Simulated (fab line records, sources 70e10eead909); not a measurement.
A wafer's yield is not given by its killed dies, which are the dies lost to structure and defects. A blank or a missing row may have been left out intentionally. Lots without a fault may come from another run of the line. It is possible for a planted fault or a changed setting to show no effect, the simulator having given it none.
fab line records	flow nand_harc
record lots=24	wafers=72	last_day=33
route steps=1302 shown A_WL_FILL@982 A_CONTACT@985
lots that met no fault: from a run of the same line without faults
start_h: the number of hours between the record's first day and the start of the first shown wafer of the lot	wait_h: hours elapsed since this lot's preceding step	" repeats the value in the row above	L1.1+2: a single row standing in for several wafers	- no value present, or no start provided	* or withheld: withheld	< > ~ a bound
route shown NAME@n: a module of which the file shows steps, and the number in the route of the first	usual: mean/standard deviation taken from wafers without a fault	same: alike in all rows	chamber/n: place in a boat	sites: readings site by site	_std_site: the values' standard deviation	_edge_site: outer sites' mean less inner sites'	radius_mm: how far each site lies from the wafer's centre	mask NAME#n: copy n	behind: the tool/chamber that last shaped the wafer	hold: why the lot was held/for how many hours/how that ended	device: the transistor (n, p or np) that didn't switch	end of line: tests run on the same wafers once the route is complete	for a step that has no rows: nothing shown but its recipe	killed: dies lost to structure and defects at the first sort, not the wafer's yield	map: dies across one wafer; x = killed, . = not, _ = none there
set.NAME: the setting as run; set.NAME@STEP: as run at that earlier step	model.NAME: the simulator's own value behind a step, which no gauge read
the route's steps for a sample of lots (tables are steps, rows are wafers)
services: when a tool's chamber went out of use (start_h, in hours from the record's first day, below 0 if earlier), for how many hours, and the reason
## steps
# step NHARC_A_WL_FILL_INSPECT_15
# usual raw_defect_count=464/120
lot.wafer	tool	chamber	start_h	wait_h	raw_defect_count
L074.1	defect_inspect-02	-	484.25	0.0	464
L074.5	"	-	"	"	426
L074.6	"	-	"	"	524
L075.1	defect_inspect-01	-	501.92	0.0	405
L075.3	"	-	"	"	396
L075.4	"	-	"	"	299
L077.1	defect_inspect-02	-	501.92	0.0	432
L077.2	"	-	"	"	451
L077.6	"	-	"	"	456
L078.2	defect_inspect-02	-	513.92	0.0	571
L078.4	"	-	"	"	513
L078.5	"	-	"	"	465
L076.1	defect_inspect-01	-	513.92	0.0	353
L076.3	"	-	"	"	355
L076.5	"	-	"	"	313
L079.3	defect_inspect-01	-	549.70	0.0	553
L079.5	"	-	"	"	493
L079.6	"	-	"	"	746
L080.1	defect_inspect-02	-	549.83	0.0	274
L080.4	"	-	"	"	387
L080.5	"	-	"	"	298
L082.1	defect_inspect-01	-	555.03	0.0	590
L082.3	"	-	"	"	572
L082.6	"	-	"	"	465
L081.3	defect_inspect-01	-	560.88	0.0	866
L081.4	"	-	"	"	723
L081.5	"	-	"	"	566
L085.3	defect_inspect-02	-	591.94	0.0	420
L085.5	"	-	"	"	411
L085.6	"	-	"	"	443
L083.1	defect_inspect-01	-	591.94	0.0	334
L083.4	"	-	"	"	285
L083.5	"	-	"	"	286
L084.3	defect_inspect-01	-	600.99	0.0	449
L084.4	"	-	"	"	392
L084.6	"	-	"	"	528
L086.2	defect_inspect-02	-	601.02	0.0	415
L086.4	"	-	"	"	634
L086.5	"	-	"	"	427
L087.2	defect_inspect-02	-	618.83	0.0	588
L087.5	"	-	"	"	751
L087.6	"	-	"	"	816
L091.2	defect_inspect-01	-	631.07	0.0	431
L091.3	"	-	"	"	587
L091.5	"	-	"	"	477
L088.4	defect_inspect-01	-	631.14	0.0	479
L088.5	"	-	"	"	379
L088.6	"	-	"	"	601
L090.2	defect_inspect-02	-	635.39	0.0	604
L090.4	"	-	"	"	514
L090.5	"	-	"	"	608
L089.4	defect_inspect-02	-	644.96	0.0	748
L089.5	"	-	"	"	643
L089.6	"	-	"	"	500
L092.3	defect_inspect-01	-	655.22	0.0	409
L092.5	"	-	"	"	378
L092.6	"	-	"	"	393
L093.1	defect_inspect-02	-	681.75	0.0	326
L093.5	"	-	"	"	419
L093.6	"	-	"	"	383
L096.2	defect_inspect-02	-	693.87	0.0	452
L096.3	"	-	"	"	650
L096.5	"	-	"	"	420
L094.2	defect_inspect-01	-	693.90	0.0	328
L094.4	"	-	"	"	438
L094.6	"	-	"	"	389
L095.3	defect_inspect-02	-	697.65	0.0	330
L095.5	"	-	"	"	368
L095.6	"	-	"	"	313
L097.2	defect_inspect-01	-	703.95	0.0	463
L097.3	"	-	"	"	442
L097.5	"	-	"	"	490
# step NHARC_A_CONTACT_DEP_28
# recipe target_thk_a=70000	temp_c=400	material=aC
# usual susceptor_temp_C=399.95/0.22	throttle_valve_pct=35.000/0.0092
lot.wafer	tool	chamber	start_h	wait_h	susceptor_temp_C	throttle_valve_pct
L074.1	acl_dep-02	0	488.67	3.8	399.96	35.002
L074.5	"	0	491.50	6.6	399.93	34.974
L074.6	"	0	"	"	399.64	35.005
L075.1	acl_dep-01	0	502.97	0.4	-	35.002
L075.3	"	0	504.36	1.8	-	35.007
L075.4	"	0	"	"	-	34.998
L077.1	acl_dep-03	0	504.20	1.5	399.82	35.002
L077.2	"	0	"	"	399.74	34.998
L077.6	"	0	507.73	5.0	399.74	34.994
L076.1	acl_dep-03	0	514.70	0.1	399.97	35.007
L076.3	"	0	516.12	1.5	399.71	35.002
L076.5	"	0	517.53	2.9	399.66	34.990
L078.2	acl_dep-01	0	515.29	0.8	400.03	35.003
L078.4	"	0	516.71	2.2	399.99	34.987
L078.5	"	0	"	"	400.06	34.989
L080.1	acl_dep-03	0	550.70	0.1	-	34.998
L080.4	"	0	552.81	2.2	-	34.996
L080.5	"	0	"	"	-	35.006
L079.3	acl_dep-02	0	551.81	1.5	400.12	34.996
L079.5	"	0	553.24	2.9	400.22	35.007
L079.6	"	0	"	"	400.09	35.009
L082.1	acl_dep-02	0	560.22	4.6	399.41	35.003
L082.3	"	0	561.64	6.0	399.76	35.004
L082.6	"	0	563.76	8.1	399.88	35.002
L081.3	acl_dep-02	0	565.89	4.4	399.90	34.997
L081.4	"	0	"	"	400.39	35.001
L081.5	"	0	"	"	399.80	34.999
L083.1	acl_dep-02	0	595.72	2.6	400.07	35.000
L083.4	"	0	597.83	4.8	399.67	35.005
L083.5	"	0	"	"	399.65	35.000
L085.3	acl_dep-03	0	596.99	4.3	399.96	34.992
L085.5	"	0	598.41	5.7	399.87	34.986
L085.6	"	0	"	"	399.83	34.997
L086.2	acl_dep-03	0	602.45	0.8	-	35.001
L086.4	"	0	603.85	2.2	-	35.006
L086.5	"	0	"	"	-	35.006
L084.3	acl_dep-01	0	603.06	1.5	-	35.005
L084.4	"	0	"	"	-	35.004
L084.6	"	0	605.17	3.6	-	35.003
L087.2	acl_dep-03	0	622.89	3.4	400.17	35.007
L087.5	"	0	625.02	5.6	400.02	34.997
L087.6	"	0	"	"	400.09	34.993
L091.2	acl_dep-02	0	632.46	0.8	400.16	34.998
L091.3	"	0	"	"	400.00	34.963
L091.5	"	0	634.60	2.9	400.02	35.005
L088.4	acl_dep-01	0	633.91	2.2	-	35.007
L088.5	"	0	"	"	-	34.983
L088.6	"	0	"	"	-	35.006
L090.2	acl_dep-01	0	638.58	2.4	400.30	35.000
L090.4	"	0	640.01	3.9	399.84	34.998
L090.5	"	0	"	"	399.97	35.003
L089.4	acl_dep-03	0	647.74	2.2	-	34.986
L089.5	"	0	"	"	-	34.982
L089.6	"	0	"	"	-	35.005
L092.3	acl_dep-01	0	657.33	1.5	399.88	35.015
L092.5	"	0	658.77	2.9	399.60	35.009
L092.6	"	0	"	"	400.24	35.002
L093.1	acl_dep-03	0	683.86	1.5	400.22	34.997
L093.5	"	0	686.69	4.3	400.40	35.005
L093.6	"	0	"	"	400.04	34.995
L094.2	acl_dep-02	0	695.38	0.8	399.84	35.012
L094.4	"	0	696.80	2.2	400.02	35.001
L094.6	"	0	698.23	3.6	399.78	34.994
L096.2	acl_dep-03	0	696.64	2.0	399.97	35.022
L096.3	"	0	"	"	399.86	34.995
L096.5	"	0	698.76	4.1	399.75	35.006
L095.3	acl_dep-02	0	700.36	2.1	399.95	34.994
L095.5	"	0	701.77	3.5	400.35	34.997
L095.6	"	0	"	"	400.31	34.995
L097.2	acl_dep-03	0	705.33	0.8	400.05	35.009
L097.3	"	0	"	"	400.31	34.988
L097.5	"	0	707.45	2.9	399.97	35.014
# step NHARC_A_CONTACT_DESCUM_47
# recipe time_s=3	o2_flow_sccm=200	ar_flow_sccm=0	bias_power_w=0	chemistry=O2
# usual drypump_motor_current_A=6.08/0.25	oes_product_au=0.999/0.0071	rf_vpp_V=57.9/0.87	showerhead_plenum_p_Torr=1.91/0.071	throttle_valve_pct=11.311/0.0092
lot.wafer	tool	chamber	start_h	wait_h	drypump_motor_current_A	oes_product_au	rf_hours_counter_h	rf_vpp_V	showerhead_plenum_p_Torr	throttle_valve_pct
L074.1	rie_diel-12	2	493.87	0.1	6.31	1.000	14	57.4	1.88	11.305
L074.6	"	0	"	"	6.19	1.002	-	56.2	1.84	11.302
L074.5	"	1	"	"	6.21	0.997	-	59.9	2.07	11.299
L075.1	rie_diel-10	0	507.95	0.1	6.13	1.015	10	59.0	1.96	11.333
L075.4	"	2	"	"	6.24	0.997	11	57.3	1.89	11.320
L075.3	"	3	"	"	5.83	1.000	12	57.4	1.86	11.305
L077.2	rie_diel-10	3	509.36	0.1	5.83	1.005	13	56.8	1.86	11.303
L077.1	"	1	"	"	5.65	1.009	10	56.5	1.88	11.307
L077.6	"	0	"	"	6.17	1.020	-	59.0	1.96	11.316
L078.4	rie_diel-12	1	519.76	0.1	6.21	0.993	24	57.5	2.07	11.308
L078.2	"	3	"	"	5.87	1.004	20	57.6	2.05	11.307
L078.5	"	0	"	"	6.21	0.997	-	58.7	1.84	11.324
L076.3	rie_diel-10	2	519.93	0.1	6.25	1.008	15	59.0	1.89	11.315
L076.1	"	3	"	"	5.82	0.991	14	58.8	1.86	11.311
L076.5	"	3	"	"	5.81	1.008	-	55.9	1.86	11.309
L079.3	rie_diel-10	2	555.52	0.1	6.24	0.993	21	58.2	1.89	11.322
L079.6	"	3	"	"	5.79	0.989	-	57.3	1.86	11.321
L079.5	"	0	"	"	6.15	1.005	-	56.8	1.96	11.312
L080.4	rie_diel-12	2	555.92	0.1	6.32	0.997	40	57.7	1.87	11.332
L080.1	"	0	"	"	6.18	1.001	32	58.3	1.84	11.320
L080.5	"	1	"	"	6.27	1.000	-	59.1	2.06	11.322
L082.3	rie_diel-10	2	565.40	0.1	6.26	1.003	22	57.5	1.89	11.304
L082.1	"	0	"	"	6.19	1.012	19	58.3	1.96	11.323
L082.6	"	2	"	"	6.23	0.996	-	58.2	1.89	11.293
L081.3	rie_diel-10	2	569.67	0.1	6.28	1.004	23	59.1	1.89	11.299
L081.4	"	3	"	"	5.79	1.001	21	56.9	1.86	11.336
L081.5	"	1	"	"	5.64	1.003	-	58.1	1.87	11.309
L085.3	rie_diel-13	0	600.82	0.1	6.01	1.013	29	56.3	1.91	11.317
L085.5	"	1	"	"	6.41	0.998	-	59.6	2.07	11.301
L085.6	"	2	"	"	5.99	0.997	-	58.0	1.90	11.295
L083.4	rie_diel-13	0	600.97	0.1	5.97	0.999	29	58.6	1.91	11.297
L083.1	"	1	"	"	6.44	1.004	23	58.6	2.07	11.291
L083.5	"	2	"	"	5.98	0.997	-	57.2	1.90	11.320
L084.4	rie_diel-10	1	606.80	0.1	5.66	0.994	0	59.3	1.87	11.313
L084.3	"	2	"	"	6.24	0.992	0	58.5	1.89	11.307
L084.6	"	2	"	"	6.24	0.998	-	58.7	1.89	11.311
L086.2	rie_diel-13	2	606.98	0.1	5.96	0.998	27	58.5	1.90	11.316
L086.4	"	3	"	"	6.62	0.994	28	57.9	1.81	11.298
L086.5	"	0	"	"	5.98	0.996	-	57.8	1.90	11.315
L087.2	rie_diel-10	0	627.31	0.1	6.18	0.997	4	57.4	1.95	11.291
L087.6	"	3	"	"	5.83	0.998	-	57.9	1.86	11.298
L087.5	"	2	"	"	6.23	1.003	-	59.1	1.88	11.315
L088.4	rie_diel-10	2	636.98	0.1	6.24	0.999	-	56.9	1.88	11.317
L088.6	"	2	"	"	6.25	1.007	-	57.8	1.88	11.307
L088.5	"	0	"	"	6.17	1.000	-	57.4	1.95	11.290
L091.3	rie_diel-12	1	637.12	0.1	6.23	0.987	0	58.0	2.06	11.323
L091.2	"	2	"	"	6.31	1.000	0	57.6	1.86	11.307
L091.5	"	0	"	"	6.20	0.998	-	57.5	1.83	11.306
L090.2	rie_diel-10	0	643.43	0.4	6.17	1.006	9	58.9	1.95	11.320
L090.4	"	2	"	"	6.25	1.001	-	58.1	1.88	11.305
L090.5	"	2	"	"	6.23	1.002	-	57.4	1.88	11.308
L089.4	rie_diel-10	3	650.79	0.1	5.82	0.997	6	57.9	1.86	11.309
L089.6	"	2	"	"	6.23	0.995	-	58.8	1.88	11.313
L089.5	"	3	"	"	5.79	0.997	-	58.8	1.86	11.302
L092.3	rie_diel-10	2	661.27	0.1	6.26	0.999	14	56.3	1.88	11.307
L092.6	"	3	"	"	5.83	0.985	-	58.5	1.86	11.317
L092.5	"	0	"	"	6.16	1.003	-	58.2	1.95	11.298
L093.1	rie_diel-10	1	688.91	0.1	5.67	1.000	12	58.6	1.87	11.310
L093.5	"	0	"	"	6.14	1.002	-	58.0	1.95	11.322
L093.6	"	1	"	"	5.64	0.994	-	56.2	1.87	11.302
L094.2	rie_diel-10	0	699.87	0.1	6.15	1.001	19	57.8	1.95	11.315
L094.4	"	3	"	"	5.83	0.997	14	57.4	1.85	11.308
L094.6	"	1	"	"	5.67	0.998	-	56.6	1.87	11.307
L096.2	rie_diel-12	0	701.22	0.1	6.20	1.003	21	57.0	1.82	11.320
L096.3	"	2	"	"	6.33	0.988	24	57.6	1.86	11.313
L096.5	"	3	"	"	5.89	0.984	-	57.7	2.03	11.304
L095.3	rie_diel-10	1	704.11	0.1	5.67	0.987	15	56.7	1.87	11.303
L095.5	"	1	"	"	5.67	0.987	-	57.8	1.87	11.313
L095.6	"	2	"	"	6.28	0.997	-	55.9	1.88	11.328
L097.3	rie_diel-13	0	709.68	0.1	5.97	0.992	1	57.9	1.90	11.307
L097.2	"	1	"	"	6.40	1.011	1	57.8	2.06	11.316
L097.5	"	0	"	"	5.97	1.003	-	57.5	1.90	11.303
# step NHARC_A_CONTACT_ETCH_122
# recipe source_w=withheld	pressure_mtorr=20	bias_v=3000	time_s=190	target_depth_a=18500	ar_flow_sccm=withheld	c4f8_flow_sccm=withheld	o2_flow_sccm=withheld	chemistry=C4F8/O2/Ar
lot.wafer	tool	chamber	start_h	wait_h	rf_hours_counter_h
L074.1	har_cap_etch-01	1	497.74	0.1	127
L074.6	"	0	"	"	-
L074.5	"	1	"	"	-
L075.1	har_cap_etch-03	0	511.67	0.1	47
L075.3	"	0	"	"	-
L075.4	"	1	"	"	-
L077.1	har_cap_etch-02	0	513.79	0.1	86
L077.2	"	1	"	"	86
L077.6	"	1	"	"	-
L078.2	har_cap_etch-02	1	523.58	0.1	88
L078.4	"	0	"	"	-
L078.5	"	0	"	"	-
L076.1	har_cap_etch-01	0	523.70	0.1	3
L076.3	"	1	"	"	-
L076.5	"	1	"	"	-
L079.3	har_cap_etch-02	0	559.27	0.1	-
L079.6	"	0	"	"	-
L079.5	"	1	"	"	-
L080.1	har_cap_etch-01	0	559.65	0.1	8
L080.4	"	1	"	"	-
L080.5	"	0	"	"	-
L082.1	har_cap_etch-03	1	569.16	0.1	56
L082.3	"	1	"	"	-
L082.6	"	0	"	"	-
L081.4	har_cap_etch-02	0	573.46	0.1	-
L081.3	"	1	"	"	-
L081.5	"	1	"	"	-
L085.3	har_cap_etch-02	0	605.37	0.1	-
L085.5	"	1	"	"	-
L085.6	"	0	"	"	-
L083.1	har_cap_etch-01	1	606.12	0.1	15
L083.4	"	0	"	"	-
L083.5	"	0	"	"	-
L084.4	har_cap_etch-03	0	610.69	0.1	-
L084.3	"	1	"	"	-
L084.6	"	1	"	"	-
L086.2	har_cap_etch-02	1	610.70	0.1	103
L086.4	"	1	"	"	-
L086.5	"	0	"	"	-
L087.2	har_cap_etch-03	0	631.67	0.1	69
L087.5	"	0	"	"	-
L087.6	"	1	"	"	-
L091.2	har_cap_etch-01	0	640.96	0.1	22
L091.3	"	1	"	"	-
L091.5	"	1	"	"	-
L088.4	har_cap_etch-03	0	641.85	0.1	-
L088.5	"	0	"	"	-
L088.6	"	1	"	"	-
L090.2	har_cap_etch-02	1	647.74	0.1	112
L090.4	"	0	"	"	-
L090.5	"	1	"	"	-
L089.4	har_cap_etch-02	0	654.58	0.1	-
L089.6	"	1	"	"	-
L089.5	"	0	"	"	-
L092.3	har_cap_etch-01	1	665.02	0.1	-
L092.5	"	1	"	"	-
L092.6	"	0	"	"	-
L093.1	har_cap_etch-01	0	692.64	0.1	32
L093.5	"	0	"	"	-
L093.6	"	1	"	"	-
L094.2	har_cap_etch-03	1	703.60	0.1	81
L094.4	"	1	"	"	-
L094.6	"	0	"	"	-
L096.2	har_cap_etch-01	1	705.67	0.1	35
L096.3	"	1	"	"	-
L096.5	"	0	"	"	-
L095.3	har_cap_etch-02	1	707.98	0.1	-
L095.5	"	0	"	"	-
L095.6	"	1	"	"	-
L097.2	har_cap_etch-03	1	713.44	0.1	83
L097.3	"	1	"	"	-
L097.5	"	1	"	"	-
# step NHARC_A_CONTACT_DEP_58
# recipe target_thk_a=900	target_thk_nm=90	temp_c=400	pressure_torr=3.5	flow_sccm=200	rf_w=350	material=SiON
# usual heater_power_w=761/110	susceptor_temp_C=400.00/0.27
lot.wafer	tool	chamber	start_h	wait_h	heater_power_w	since_wet_clean_h	susceptor_temp_C
L074.1	pecvd-04	2	505.57	2.8	807	42	399.67
L074.6	"	0	"	"	713	-	399.82
L074.5	"	2	"	"	795	-	399.62
L075.3	pecvd-02	2	517.22	1.6	699	96	400.58
L075.1	"	0	"	"	652	96	399.94
L075.4	"	2	"	"	728	-	400.00
L077.1	pecvd-02	2	522.21	2.7	751	101	399.94
L077.2	"	0	"	"	726	101	399.53
L077.6	"	2	"	"	731	-	400.49
L078.2	pecvd-02	0	529.15	2.2	656	108	400.24
L078.4	"	1	"	"	890	-	400.04
L078.5	"	2	"	"	754	-	399.78
L076.1	pecvd-04	1	529.57	2.7	546	66	399.66
L076.3	"	2	"	"	764	66	399.55
L076.5	"	2	"	"	794	-	399.43
L079.3	pecvd-02	0	570.19	1.7	756	149	399.86
L079.6	"	0	"	"	779	-	399.59
L079.5	"	1	"	"	925	-	400.60
L080.1	pecvd-04	2	570.32	2.8	720	107	400.28
L080.5	"	1	"	"	466	-	399.85
L080.4	"	0	"	"	684	-	399.99
L082.1	pecvd-01	2	575.46	2.8	665	70	400.15
L082.3	"	0	"	"	931	70	400.05
L082.6	"	2	"	"	673	-	400.13
L081.3	pecvd-02	1	579.12	1.6	820	158	399.45
L081.4	"	1	"	"	822	-	399.63
L081.5	"	0	"	"	774	-	400.08
L085.3	pecvd-04	0	613.57	1.7	764	150	400.34
L085.6	"	1	"	"	559	-	399.89
L085.5	"	2	"	"	803	-	399.62
L083.1	pecvd-02	1	615.31	2.7	853	13	400.10
L083.5	"	1	"	"	850	-	400.09
L083.4	"	2	"	"	776	-	400.11
L084.3	pecvd-01	1	616.72	1.6	882	111	399.69
L084.6	"	1	"	"	883	-	400.35
L084.4	"	2	"	"	682	-	399.98
L086.2	pecvd-02	0	618.50	2.1	769	16	399.79
L086.5	"	0	"	"	757	-	399.75
L086.4	"	1	"	"	867	-	399.56
L087.2	pecvd-02	1	637.24	2.2	844	35	400.01
L087.5	"	0	"	"	779	-	400.36
L087.6	"	2	"	"	804	-	400.26
L091.3	pecvd-04	2	646.89	1.6	744	2	400.02
L091.2	"	0	"	"	750	2	400.00
L091.5	"	1	"	"	527	-	399.89
L088.6	pecvd-01	2	650.24	0.1	741	-	400.24
L088.5	"	0	"	"	842	-	400.37
L088.4	"	1	"	"	897	-	399.94
L090.2	pecvd-02	1	653.41	2.2	895	51	400.28
L090.5	"	0	"	"	826	-	399.84
L090.4	"	1	"	"	888	-	400.07
L089.4	pecvd-04	0	665.30	1.2	675	-	399.82
L089.5	"	1	"	"	506	-	399.91
L089.6	"	2	"	"	711	-	399.82
L092.3	pecvd-04	1	672.68	1.7	537	28	400.18
L092.5	"	0	"	"	693	-	399.77
L092.6	"	1	"	"	536	-	399.41
L093.1	pecvd-02	2	699.83	2.8	719	98	399.92
L093.5	"	1	"	"	825	-	400.04
L093.6	"	2	"	"	725	-	400.17
L094.2	pecvd-01	0	712.01	2.2	930	26	400.36
L094.4	"	2	"	"	662	-	400.02
L094.6	"	0	"	"	926	-	400.07
L096.3	pecvd-02	2	715.21	1.6	749	113	400.11
L096.2	"	1	"	"	875	113	400.28
L096.5	"	0	"	"	725	-	400.24
L095.3	pecvd-02	1	716.09	1.7	761	114	400.15
L095.6	"	1	"	"	768	-	400.37
L095.5	"	0	"	"	700	-	400.08
L097.3	pecvd-02	1	720.28	1.6	876	118	400.05
L097.2	"	2	"	"	729	118	399.80
L097.5	"	0	"	"	765	-	400.06
# step NHARC_A_CONTACT_CD_MEAS_69
# recipe target_cd_nm=300	landing_energy_ev=500
# usual cd_nm=300.0/0.48
lot.wafer	tool	chamber	start_h	wait_h	cd_nm
L074.1	cd_sem-03	0	506.23	-	299.3
L074.5	"	0	"	"	299.3
L074.6	"	0	"	"	299.5
L075.1	cd_sem-01	0	517.94	-	299.5
L075.3	"	0	"	"	300.2
L075.4	"	0	"	"	300.2
L077.1	cd_sem-01	0	522.83	-	300.6
L077.2	"	0	"	"	300.5
L077.6	"	0	"	"	301.0
L078.2	cd_sem-03	0	529.76	-	299.8
L078.4	"	0	"	"	298.9
L078.5	"	0	"	"	299.4
L076.1	cd_sem-03	0	530.29	-	300.3
L076.3	"	0	"	"	300.6
L076.5	"	0	"	"	300.6
L079.3	cd_sem-01	0	570.78	-	300.3
L079.5	"	0	"	"	299.9
L079.6	"	0	"	"	300.2
L080.1	cd_sem-02	0	571.01	-	299.1
L080.4	"	0	"	"	299.6
L080.5	"	0	"	"	299.1
L082.1	cd_sem-03	0	576.05	-	300.4
L082.3	"	0	"	"	300.6
L082.6	"	0	"	"	300.1
L081.3	cd_sem-01	0	579.72	-	299.5
L081.4	"	0	"	"	299.7
L081.5	"	0	"	"	300.2
L085.3	cd_sem-01	0	614.11	-	300.1
L085.5	"	0	"	"	299.6
L085.6	"	0	"	"	299.5
L083.1	cd_sem-02	0	616.04	-	299.8
L083.4	"	0	"	"	299.5
L083.5	"	0	"	"	300.4
L084.3	cd_sem-03	0	617.43	-	299.7
L084.4	"	0	"	"	299.9
L084.6	"	0	"	"	299.8
L086.2	cd_sem-01	0	619.22	-	299.7
L086.4	"	0	"	"	299.7
L086.5	"	0	"	"	300.0
L087.2	cd_sem-02	0	637.94	-	299.9
L087.5	"	0	"	"	299.7
L087.6	"	0	"	"	299.3
L091.2	cd_sem-03	0	647.49	-	300.3
L091.3	"	0	"	"	299.9
L091.5	"	0	"	"	300.3
L088.4	cd_sem-01	0	650.89	-	299.9
L088.5	"	0	"	"	299.7
L088.6	"	0	"	"	299.2
L090.2	cd_sem-01	0	653.98	-	301.2
L090.4	"	0	"	"	301.3
L090.5	"	0	"	"	300.8
L089.4	cd_sem-02	0	665.95	-	299.4
L089.5	"	0	"	"	299.9
L089.6	"	0	"	"	299.3
L092.3	cd_sem-01	0	673.35	-	300.4
L092.5	"	0	"	"	299.8
L092.6	"	0	"	"	299.7
L093.1	cd_sem-01	0	700.37	-	299.2
L093.5	"	0	"	"	299.5
L093.6	"	0	"	"	299.2
L094.2	cd_sem-01	0	712.82	-	300.0
L094.4	"	0	"	"	300.3
L094.6	"	0	"	"	300.5
L096.2	cd_sem-02	0	715.81	-	300.9
L096.3	"	0	"	"	300.3
L096.5	"	0	"	"	300.3
L095.3	cd_sem-01	0	716.81	-	299.7
L095.5	"	0	"	"	299.2
L095.6	"	0	"	"	299.9
L097.2	cd_sem-01	0	721.01	-	300.0
L097.3	"	0	"	"	299.7
L097.5	"	0	"	"	300.5
## services
tool	chamber	start_h	hours	kind
acl_dep-03	-	487.48	13.0	pm
rie_diel-12	-	488.80	1.9	repair
pecvd-01	-	492.26	13.0	pm
har_cap_etch-01	-	498.41	17.0	pm
rie_diel-12	2	505.50	4.2	repair
pecvd-01	-	511.79	2.8	repair
rie_diel-13	-	519.08	9.0	pm
acl_dep-01	-	550.26	13.0	pm
har_cap_etch-02	-	562.06	1.1	repair
pecvd-01	-	562.76	1.0	repair
pecvd-02	-	570.63	5.4	repair
har_cap_etch-02	-	585.38	0.2	repair
pecvd-02	-	589.08	13.0	pm
pecvd-01	-	591.97	1.1	repair
rie_diel-10	-	596.72	9.0	pm
acl_dep-02	-	606.24	13.0	pm
rie_diel-12	-	623.18	9.0	pm
rie_diel-10	1	624.97	18.9	repair
pecvd-04	-	631.45	13.0	pm
rie_diel-10	3	634.00	16.1	repair
acl_dep-03	-	670.86	13.0	pm
pecvd-02	2	671.73	7.2	repair
rie_diel-12	0	685.69	1.4	repair
pecvd-04	-	711.98	4.5	repair
## key
fault none
